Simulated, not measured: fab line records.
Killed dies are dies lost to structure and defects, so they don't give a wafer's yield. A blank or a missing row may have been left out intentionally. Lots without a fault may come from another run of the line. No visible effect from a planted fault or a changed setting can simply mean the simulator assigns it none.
fab line records + flow nandHarc
record
- lots=7
- wafers=21
- lastDay=24
route steps=1159 shown A_SOURCE_PLATE@418 A_ONON_D1@424 END@1159
lots with no fault: from the same line, run without faults
startH: hours from the record's first day to the start of the lot's first wafer shown + waitH: hours from the lot's prior step to this one + " repeats the value in the row above + L1.1+2: a single row standing in for several wafers + - no value present, or no start provided + * or withheld: withheld + < > ~ a bound
route shown NAME@n: a module of which the file shows steps, and the number in the route of the first + usual: mean and standard deviation over wafers with no fault + same: alike in all rows + chamber/n: place in a boat + sites: the reading at each site + _std_site: the standard deviation of these + _edge_site: inner sites' mean taken away from outer sites' mean + radiusMm: how far each site lies from the wafer's centre + mask NAME#n: copy n + behind: the last tool/chamber to shape the wafer + hold: what put the lot on hold/how long, in hours/how the hold closed + device: transistor that didn't switch, given as n, p or np + end of line: the route-end tests of the same wafers + step lacking rows: just its recipe + killed: count of dies lost to structure and defects at first sort (not the wafer's yield) + map: a wafer's dies, x killed, . not, _ none there
set.NAME: the setting as run; set.NAME@STEP: as run at that earlier step + model.NAME: the simulator's own value behind a step, which no gauge read
lots at selected steps of the route; one table per step, one row per wafer
services: from which hour (startH, from the record's first day; less than 0 if before it) a tool's chamber was out of use, for how many hours, and why
## steps
# step NHARC_A_SOURCE_PLATE_CVD_03
# recipe
- targetThkA=2000
- tempC=620
- pressureMtorr=200
- timeS=4000
- material=poly-Si
# step NHARC_A_SOURCE_PLATE_ANNEAL_05
# recipe
- tempC=850
- timeS=1800
# step NHARC_A_SOURCE_PLATE_THK_MEAS_06
# recipe
- thkMeasGauge=ellipsometry
# usual
- thkNm=199.3/2.2
| lot.wafer | tool         | chamber | startH | waitH | thkNm |
|-----------|--------------|---------|--------|-------|-------|
| L985.1    | filmMetro-01 | -       | 167.51 | 0.4   | 201.4 |
| L985.4    | "            | -       | "      | "     | 204.9 |
| L985.5    | "            | -       | "      | "     | 202.2 |
| L987.1    | filmMetro-02 | -       | 177.31 | 0.4   | 197.2 |
| L987.3    | "            | -       | "      | "     | 197.1 |
| L987.4    | "            | -       | "      | "     | 197.3 |
| L990.3    | filmMetro-01 | -       | 196.37 | 0.4   | 201.4 |
| L990.4    | "            | -       | "      | "     | 201.7 |
| L990.6    | "            | -       | "      | "     | 199.4 |
| L991.3    | filmMetro-01 | -       | 203.67 | 0.4   | 198.5 |
| L991.5    | "            | -       | "      | "     | 196.6 |
| L991.6    | "            | -       | "      | "     | 197.8 |
| L993.1    | filmMetro-02 | -       | 213.06 | 0.4   | 199.6 |
| L993.2    | "            | -       | "      | "     | 199.4 |
| L993.5    | "            | -       | "      | "     | 199.7 |
| L999.3    | filmMetro-01 | -       | 260.09 | 0.4   | 196.6 |
| L999.4    | "            | -       | "      | "     | 194.5 |
| L999.5    | "            | -       | "      | "     | 195.6 |
| L103.3    | filmMetro-02 | -       | 269.54 | 0.4   | 200.7 |
| L103.5    | "            | -       | "      | "     | 200.1 |
| L103.6    | "            | -       | "      | "     | 197.8 |
# step NHARC_A_SOURCE_PLATE_INSPECT_08
# usual
- rawDefectCount=62/23
| lot.wafer | tool             | chamber | startH | waitH | rawDefectCount |
|-----------|------------------|---------|--------|-------|----------------|
| L985.1    | defectInspect-01 | -       | 167.59 | 0.0   | 50             |
| L985.4    | "                | -       | "      | "     | 71             |
| L985.5    | "                | -       | "      | "     | 58             |
| L987.1    | defectInspect-01 | -       | 177.37 | 0.0   | 62             |
| L987.3    | "                | -       | "      | "     | 102            |
| L987.4    | "                | -       | "      | "     | 56             |
| L990.3    | defectInspect-01 | -       | 196.43 | 0.0   | 61             |
| L990.4    | "                | -       | "      | "     | 141            |
| L990.6    | "                | -       | "      | "     | 47             |
| L991.3    | defectInspect-01 | -       | 203.73 | 0.0   | 40             |
| L991.5    | "                | -       | "      | "     | 38             |
| L991.6    | "                | -       | "      | "     | 23             |
| L993.1    | defectInspect-01 | -       | 213.17 | 0.0   | 73             |
| L993.2    | "                | -       | "      | "     | 76             |
| L993.5    | "                | -       | "      | "     | 89             |
| L999.3    | defectInspect-02 | -       | 260.18 | 0.0   | 66             |
| L999.4    | "                | -       | "      | "     | 71             |
| L999.5    | "                | -       | "      | "     | 90             |
| L103.3    | defectInspect-01 | -       | 269.63 | 0.0   | 61             |
| L103.5    | "                | -       | "      | "     | 51             |
| L103.6    | "                | -       | "      | "     | 38             |
# step NHARC_A_ONON_D1_DEP_00
# recipe
- targetThkA=10000
- n2FlowSccm=2750
- n2oFlowSccm=2000
- nh3FlowSccm=500
- sih4FlowSccm=210
- tempC=400
# step NHARC_A_ONON_D1_THK_MEAS_02
# recipe
- thkMeasGauge=ellipsometry
# usual
- thkNm=998/9.7
| lot.wafer | tool         | chamber | startH | waitH | thkNm |
|-----------|--------------|---------|--------|-------|-------|
| L985.1    | filmMetro-02 | -       | 168.17 | -     | 993   |
| L985.4    | "            | -       | "      | "     | 994   |
| L985.5    | "            | -       | "      | "     | 992   |
| L987.1    | filmMetro-02 | -       | 177.96 | -     | 1002  |
| L987.3    | "            | -       | "      | "     | 1001  |
| L987.4    | "            | -       | "      | "     | 1003  |
| L990.3    | filmMetro-01 | -       | 197.01 | -     | 989   |
| L990.4    | "            | -       | "      | "     | 985   |
| L990.6    | "            | -       | "      | "     | 989   |
| L991.3    | filmMetro-02 | -       | 204.31 | -     | 1011  |
| L991.5    | "            | -       | "      | "     | 1012  |
| L991.6    | "            | -       | "      | "     | 1011  |
| L993.1    | filmMetro-02 | -       | 213.75 | -     | 988   |
| L993.2    | "            | -       | "      | "     | 989   |
| L993.5    | "            | -       | "      | "     | 989   |
| L999.3    | filmMetro-01 | -       | 260.75 | -     | 1016  |
| L999.4    | "            | -       | "      | "     | 1016  |
| L999.5    | "            | -       | "      | "     | 1017  |
| L103.3    | filmMetro-01 | -       | 270.21 | -     | 995   |
| L103.5    | "            | -       | "      | "     | 994   |
| L103.6    | "            | -       | "      | "     | 995   |
# step NHARC_A_ONON_D1_DEP_03
# recipe
- targetThkA=10000
- n2FlowSccm=2750
- n2oFlowSccm=2000
- nh3FlowSccm=500
- sih4FlowSccm=210
- tempC=400
# step NHARC_A_ONON_D1_THK_MEAS_05
# recipe
- thkMeasGauge=ellipsometry
# usual
- thkNm=1001/15
| lot.wafer | tool         | chamber | startH | waitH | thkNm |
|-----------|--------------|---------|--------|-------|-------|
| L985.1    | filmMetro-01 | -       | 168.74 | -     | 1003  |
| L985.4    | "            | -       | "      | "     | 1004  |
| L985.5    | "            | -       | "      | "     | 1003  |
| L987.1    | filmMetro-01 | -       | 178.54 | -     | 1016  |
| L987.3    | "            | -       | "      | "     | 1015  |
| L987.4    | "            | -       | "      | "     | 1017  |
| L990.3    | filmMetro-02 | -       | 197.57 | -     | 1008  |
| L990.4    | "            | -       | "      | "     | 1007  |
| L990.6    | "            | -       | "      | "     | 1008  |
| L991.3    | filmMetro-02 | -       | 204.87 | -     | 986   |
| L991.5    | "            | -       | "      | "     | 985   |
| L991.6    | "            | -       | "      | "     | 987   |
| L993.1    | filmMetro-02 | -       | 214.32 | -     | 965   |
| L993.2    | "            | -       | "      | "     | 965   |
| L993.5    | "            | -       | "      | "     | 965   |
| L999.3    | filmMetro-01 | -       | 261.31 | -     | 1004  |
| L999.4    | "            | -       | "      | "     | 1005  |
| L999.5    | "            | -       | "      | "     | 1006  |
| L103.3    | filmMetro-02 | -       | 270.78 | -     | 1018  |
| L103.5    | "            | -       | "      | "     | 1021  |
| L103.6    | "            | -       | "      | "     | 1021  |
# step NHARC_A_ONON_D1_DEP_06
# recipe
- targetThkA=10000
- n2FlowSccm=2750
- n2oFlowSccm=2000
- nh3FlowSccm=500
- sih4FlowSccm=210
- tempC=400
# step NHARC_A_ONON_D1_THK_MEAS_08
# recipe
- thkMeasGauge=ellipsometry
# usual
- thkNm=999/13
| lot.wafer | tool         | chamber | startH | waitH | thkNm |
|-----------|--------------|---------|--------|-------|-------|
| L985.1    | filmMetro-01 | -       | 169.31 | -     | 1004  |
| L985.4    | "            | -       | "      | "     | 1004  |
| L985.5    | "            | -       | "      | "     | 1005  |
| L987.1    | filmMetro-01 | -       | 179.11 | -     | 1008  |
| L987.3    | "            | -       | "      | "     | 1008  |
| L987.4    | "            | -       | "      | "     | 1010  |
| L990.3    | filmMetro-02 | -       | 198.14 | -     | 1009  |
| L990.4    | "            | -       | "      | "     | 1010  |
| L990.6    | "            | -       | "      | "     | 1008  |
| L991.3    | filmMetro-02 | -       | 205.44 | -     | 1018  |
| L991.5    | "            | -       | "      | "     | 1019  |
| L991.6    | "            | -       | "      | "     | 1019  |
| L993.1    | filmMetro-02 | -       | 214.91 | -     | 1011  |
| L993.2    | "            | -       | "      | "     | 1013  |
| L993.5    | "            | -       | "      | "     | 1012  |
| L999.3    | filmMetro-01 | -       | 261.88 | -     | 1015  |
| L999.4    | "            | -       | "      | "     | 1016  |
| L999.5    | "            | -       | "      | "     | 1014  |
| L103.3    | filmMetro-02 | -       | 271.37 | -     | 983   |
| L103.5    | "            | -       | "      | "     | 985   |
| L103.6    | "            | -       | "      | "     | 983   |
# step NHARC_A_ONON_D1_DEP_09
# recipe
- targetThkA=10000
- n2FlowSccm=2750
- n2oFlowSccm=2000
- nh3FlowSccm=500
- sih4FlowSccm=210
- tempC=400
# usual
- n2FlowSccm=2750/8.3
- sih4FlowSccm=210.0/0.6
| lot.wafer | tool         | chamber | startH | waitH | n2FlowSccm | sih4FlowSccm |
|-----------|--------------|---------|--------|-------|------------|--------------|
| L985.1    | pecvdOnon-02 | 0       | 169.36 | 0.1   | 2749       | 209.6        |
| L985.4    | "            | 0       | "      | "     | 2744       | 210.4        |
| L985.5    | "            | 0       | "      | "     | 2746       | 208.8        |
| L987.1    | pecvdOnon-03 | 0       | 179.17 | 0.1   | 2745       | 210.2        |
| L987.3    | "            | 0       | "      | "     | 2753       | 210.0        |
| L987.4    | "            | 0       | "      | "     | 2751       | 208.8        |
| L990.3    | pecvdOnon-02 | 0       | 198.31 | 0.2   | 2749       | 209.9        |
| L990.4    | "            | 0       | "      | "     | 2736       | 209.8        |
| L990.6    | "            | 0       | "      | "     | 2747       | 209.7        |
| L991.3    | pecvdOnon-02 | 0       | 205.61 | 0.2   | 2756       | 210.6        |
| L991.5    | "            | 0       | "      | "     | 2743       | 211.1        |
| L991.6    | "            | 0       | "      | "     | 2743       | 211.4        |
| L993.1    | pecvdOnon-02 | 0       | 214.97 | 0.1   | 2752       | 209.8        |
| L993.2    | "            | 0       | "      | "     | 2741       | 209.8        |
| L993.5    | "            | 0       | "      | "     | 2748       | 209.7        |
| L999.3    | pecvdOnon-04 | 0       | 262.37 | 0.5   | 2761       | 210.9        |
| L999.4    | "            | 0       | "      | "     | 2749       | 210.6        |
| L999.5    | "            | 0       | "      | "     | 2756       | 210.5        |
| L103.3    | pecvdOnon-02 | 0       | 271.54 | 0.2   | 2755       | 210.2        |
| L103.5    | "            | 0       | "      | "     | 2759       | 209.9        |
| L103.6    | "            | 0       | "      | "     | 2748       | 209.0        |
# step NHARC_A_ONON_D1_THK_MEAS_11
# recipe
- thkMeasGauge=ellipsometry
# usual
- thkNm=1000/6.2
| lot.wafer | tool         | chamber | startH | waitH | thkNm |
|-----------|--------------|---------|--------|-------|-------|
| L985.1    | filmMetro-02 | -       | 169.90 | -     | 996   |
| L985.4    | "            | -       | "      | "     | 996   |
| L985.5    | "            | -       | "      | "     | 995   |
| L987.1    | filmMetro-01 | -       | 179.68 | -     | 995   |
| L987.3    | "            | -       | "      | "     | 995   |
| L987.4    | "            | -       | "      | "     | 995   |
| L990.3    | filmMetro-02 | -       | 198.70 | -     | 315   |
| L990.4    | "            | -       | "      | "     | 315   |
| L990.6    | "            | -       | "      | "     | 313   |
| L991.3    | filmMetro-02 | -       | 206.03 | -     | 311   |
| L991.5    | "            | -       | "      | "     | 312   |
| L991.6    | "            | -       | "      | "     | 311   |
| L993.1    | filmMetro-01 | -       | 215.48 | -     | 313   |
| L993.2    | "            | -       | "      | "     | 315   |
| L993.5    | "            | -       | "      | "     | 312   |
| L999.3    | filmMetro-02 | -       | 262.77 | -     | 1004  |
| L999.4    | "            | -       | "      | "     | 1005  |
| L999.5    | "            | -       | "      | "     | 1006  |
| L103.3    | filmMetro-02 | -       | 271.95 | -     | 987   |
| L103.5    | "            | -       | "      | "     | 988   |
| L103.6    | "            | -       | "      | "     | 988   |
# step NHARC_A_ONON_D1_DEP_12
# recipe
- targetThkA=10000
- n2FlowSccm=2750
- n2oFlowSccm=2000
- nh3FlowSccm=500
- sih4FlowSccm=210
- tempC=400
# step NHARC_END_SORT_01
# recipe
- tempC=25
# usual
- killedAtArray=25/9.5
- killedAtOther=0.8/1.2
- killedAtPeriphery=3.4/2.2
- killedDies=29/10
- killedOpen=3.3/1.8
- killedShort=2.1/1.4
# same
- grossDies=677
| lot.wafer | tool      | chamber | startH | waitH | killedAtArray | killedAtOther | killedAtPeriphery | killedDies | killedOpen | killedShort |
|-----------|-----------|---------|--------|-------|---------------|---------------|-------------------|------------|------------|-------------|
| L990.3    | prober-02 | 0       | 487.47 | 3.1   | 669           | 0             | 8                 | 677        | 1          | 3           |
| L990.4    | prober-02 | 0       | 488.26 | 3.4   | 671           | 0             | 6                 | 677        | 4          | 3           |
| L990.6    | prober-02 | 0       | 489.86 | 4.0   | 674           | 0             | 3                 | 677        | 2          | 1           |
| L991.3    | prober-02 | 0       | 496.98 | 3.1   | 672           | 1             | 4                 | 677        | 3          | 1           |
| L991.5    | prober-02 | 0       | 498.58 | 3.7   | 675           | 0             | 2                 | 677        | 5          | 0           |
| L991.6    | prober-02 | 0       | 499.38 | 4.0   | 677           | 0             | 0                 | 677        | 2          | 2           |
| L993.1    | prober-02 | 0       | 503.23 | 2.5   | 672           | 0             | 5                 | 677        | 4          | 5           |
| L993.2    | prober-02 | 0       | 504.02 | 2.8   | 675           | 0             | 2                 | 677        | 4          | 2           |
| L993.5    | prober-02 | 0       | 506.41 | 3.7   | 674           | 0             | 3                 | 677        | 4          | 1           |
# killed by level:class
L990.3 A_ONON_D1:areaDep=635 A_SLIT:chamberFilmFlake=14 A_CHANNEL_HOLE_D1:chamberFilmFlake=11 A_CONTACT:chamberFilmFlake=4 P_ZERO_WELL:chamberFilmFlake=3 A_STAIRCASE:chamberFilmFlake=2 P_GATE:geometricParticle:open=1 P_M1:geometricParticle:short=1
L990.4 A_ONON_D1:areaDep=636 A_CHANNEL_HOLE_D1:chamberFilmFlake=16 A_SLIT:chamberFilmFlake=7 A_WL_FILL:geometricParticle:short=3 P_GATE:chamberFilmFlake=2 A_SGD_CUT:chamberFilmFlake=2 A_CONTACT:chamberFilmFlake=2 P_GATE:geometricParticle:open=1
L990.6 A_ONON_D1:areaDep=643 A_SLIT:chamberFilmFlake=13 A_CHANNEL_HOLE_D1:chamberFilmFlake=10 A_SGD_CUT:chamberFilmFlake=4 P_M2:geometricParticle:open=2 A_CONTACT:chamberFilmFlake=2 A_CHANNEL_FILL_D1:geometricParticle:short=1 P_STI:chamberFilmFlake=1
L991.3 A_ONON_D1:areaDep=656 A_CHANNEL_HOLE_D1:chamberFilmFlake=5 A_CONTACT:chamberFilmFlake=4 A_WL_FILL:chamberFilmFlake=3 P_STI:chamberFilmFlake=2 P_CONTACT:geometricParticle:open=1 P_M2:geometricParticle:short=1 A_CONTACT:geometricParticle:open=1
L991.5 A_ONON_D1:areaDep=659 A_WL_FILL:chamberFilmFlake=8 A_CONTACT:geometricParticle:open=2 A_CONTACT:chamberFilmFlake=2 P_CONTACT:geometricParticle:open=1 A_ONON_D1:geometricParticle:open=1 A_WL_FILL:geometricParticle:open=1 P_STI:chamberFilmFlake=1
L991.6 A_ONON_D1:areaDep=657 A_CONTACT:chamberFilmFlake=7 A_WL_FILL:chamberFilmFlake=6 A_ONON_D1:geometricParticle:open=2 A_CHANNEL_HOLE_D1:chamberFilmFlake=2 A_CHANNEL_HOLE_D1:geometricParticle:short=1 A_M0:geometricParticle:short=1 A_STAIRCASE:chamberFilmFlake=1
L993.1 A_ONON_D1:areaDep=629 A_SLIT:chamberFilmFlake=16 A_CHANNEL_HOLE_D1:chamberFilmFlake=13 A_CONTACT:chamberFilmFlake=4 A_M0:geometricParticle:open=2 A_STAIRCASE:chamberFilmFlake=2 P_GATE:geometricParticle:open=1 P_GATE:geometricParticle:short=1
L993.2 A_ONON_D1:areaDep=645 A_CHANNEL_HOLE_D1:chamberFilmFlake=16 A_CONTACT:chamberFilmFlake=5 A_SLIT:chamberFilmFlake=4 A_WL_FILL:geometricParticle:open=3 P_M2:geometricParticle:open=1 A_STAIRCASE:geometricParticle:short=1 A_WL_FILL:geometricParticle:short=1
L993.5 A_ONON_D1:areaDep=643 A_CHANNEL_HOLE_D1:chamberFilmFlake=20 A_SLIT:chamberFilmFlake=4 A_CONTACT:chamberFilmFlake=4 P_CONTACT:geometricParticle:open=1 P_M0:geometricParticle:open=1 P_M1:geometricParticle:open=1 A_ONON_D1:geometricParticle:open=1
# map L990.3 (x killed, . not)
____________x____________
_________xxxxxxx_________
_______xxxxxxxxxxx_______
______xxxxxxxxxxxxx______
_____xxxxxxxxxxxxxxx_____
____xxxxxxxxxxxxxxxxx____
____xxxxxxxxxxxxxxxxx____
___xxxxxxxxxxxxxxxxxxx___
___xxxxxxxxxxxxxxxxxxx___
__xxxxxxxxxxxxxxxxxxxxx__
__xxxxxxxxxxxxxxxxxxxxx__
_xxxxxxxxxxxxxxxxxxxxxxx_
_xxxxxxxxxxxxxxxxxxxxxxx_
_xxxxxxxxxxxxxxxxxxxxxxx_
_xxxxxxxxxxxxxxxxxxxxxxx_
_xxxxxxxxxxxxxxxxxxxxxxx_
xxxxxxxxxxxxxxxxxxxxxxxxx
xxxxxxxxxxxxxxxxxxxxxxxxx
xxxxxxxxxxxxxxxxxxxxxxxxx
xxxxxxxxxxxxxxxxxxxxxxxxx
xxxxxxxxxxxxxxxxxxxxxxxxx
_xxxxxxxxxxxxxxxxxxxxxxx_
_xxxxxxxxxxxxxxxxxxxxxxx_
_xxxxxxxxxxxxxxxxxxxxxxx_
_xxxxxxxxxxxxxxxxxxxxxxx_
_xxxxxxxxxxxxxxxxxxxxxxx_
__xxxxxxxxxxxxxxxxxxxxx__
__xxxxxxxxxxxxxxxxxxxxx__
___xxxxxxxxxxxxxxxxxxx___
___xxxxxxxxxxxxxxxxxxx___
____xxxxxxxxxxxxxxxxx____
____xxxxxxxxxxxxxxxxx____
_____xxxxxxxxxxxxxxx_____
______xxxxxxxxxxxxx______
_______xxxxxxxxxxx_______
_________xxxxxxx_________
____________x____________
# map L991.3 (x killed, . not)
____________x____________
_________xxxxxxx_________
_______xxxxxxxxxxx_______
______xxxxxxxxxxxxx______
_____xxxxxxxxxxxxxxx_____
____xxxxxxxxxxxxxxxxx____
____xxxxxxxxxxxxxxxxx____
___xxxxxxxxxxxxxxxxxxx___
___xxxxxxxxxxxxxxxxxxx___
__xxxxxxxxxxxxxxxxxxxxx__
__xxxxxxxxxxxxxxxxxxxxx__
_xxxxxxxxxxxxxxxxxxxxxxx_
_xxxxxxxxxxxxxxxxxxxxxxx_
_xxxxxxxxxxxxxxxxxxxxxxx_
_xxxxxxxxxxxxxxxxxxxxxxx_
_xxxxxxxxxxxxxxxxxxxxxxx_
xxxxxxxxxxxxxxxxxxxxxxxxx
xxxxxxxxxxxxxxxxxxxxxxxxx
xxxxxxxxxxxxxxxxxxxxxxxxx
xxxxxxxxxxxxxxxxxxxxxxxxx
xxxxxxxxxxxxxxxxxxxxxxxxx
_xxxxxxxxxxxxxxxxxxxxxxx_
_xxxxxxxxxxxxxxxxxxxxxxx_
_xxxxxxxxxxxxxxxxxxxxxxx_
_xxxxxxxxxxxxxxxxxxxxxxx_
_xxxxxxxxxxxxxxxxxxxxxxx_
__xxxxxxxxxxxxxxxxxxxxx__
__xxxxxxxxxxxxxxxxxxxxx__
___xxxxxxxxxxxxxxxxxxx___
___xxxxxxxxxxxxxxxxxxx___
____xxxxxxxxxxxxxxxxx____
____xxxxxxxxxxxxxxxxx____
_____xxxxxxxxxxxxxxx_____
______xxxxxxxxxxxxx______
_______xxxxxxxxxxx_______
_________xxxxxxx_________
____________x____________
## services
| tool         | chamber | startH | hours | kind |
|--------------|---------|--------|-------|------|
| pecvdOnon-03 | -       | 153.41 | 13.0  | pm   |
| pecvdOnon-04 | -       | 237.00 | 13.0  | pm   |
## key
firstSign
- step=NHARC_A_ONON_D1_THK_MEAS_11
- reading=thkNm
- direction=down
- sigmas=99+
- usual=1000
- struck=313
effect
- step=NHARC_END_SORT_01
- reading=killedAtArray
- direction=up
- sigmas=68
- usual=25
- struck=673
moreKillsBornAt
- NHARC_A_ONON_D1_DEP_09@pecvdOnon-02=5803
metAt NHARC_A_ONON_D1_DEP_09
struckWafers L990.3,L990.4,L990.6,L991.3,L991.5,L991.6,L993.1,L993.2,L993.5
laterRowsLeftOut L990.3,L990.4,L990.6,L991.3,L991.5,L991.6,L993.1,L993.2,L993.5
testerLeftOut L990,L991,L993
onsetBetween 169.36 198.31
fault
- kind=processParameterDrift
- tool=pecvdOnon-02
- chamber=-
- onsetH=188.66
- steps=NHARC_A_ONON_D1_DEP_09
- channel=targetThkA
- offset=*
- shape=step
- endH=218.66
- actsIn=*
- stated=*
# testerLeftOut: of these lots the tester's yield and bins aren't shown, on N5 and GAA mostly nor the transistor test; their killed dies are dies lost to structure and defects alone, not to doping, threshold or leakage, so they don't give the yield
# laterRowsLeftOut: the simulator's readings of these wafers behind a module that went badly wrong aren't trusted and aren't shown, but for the sort
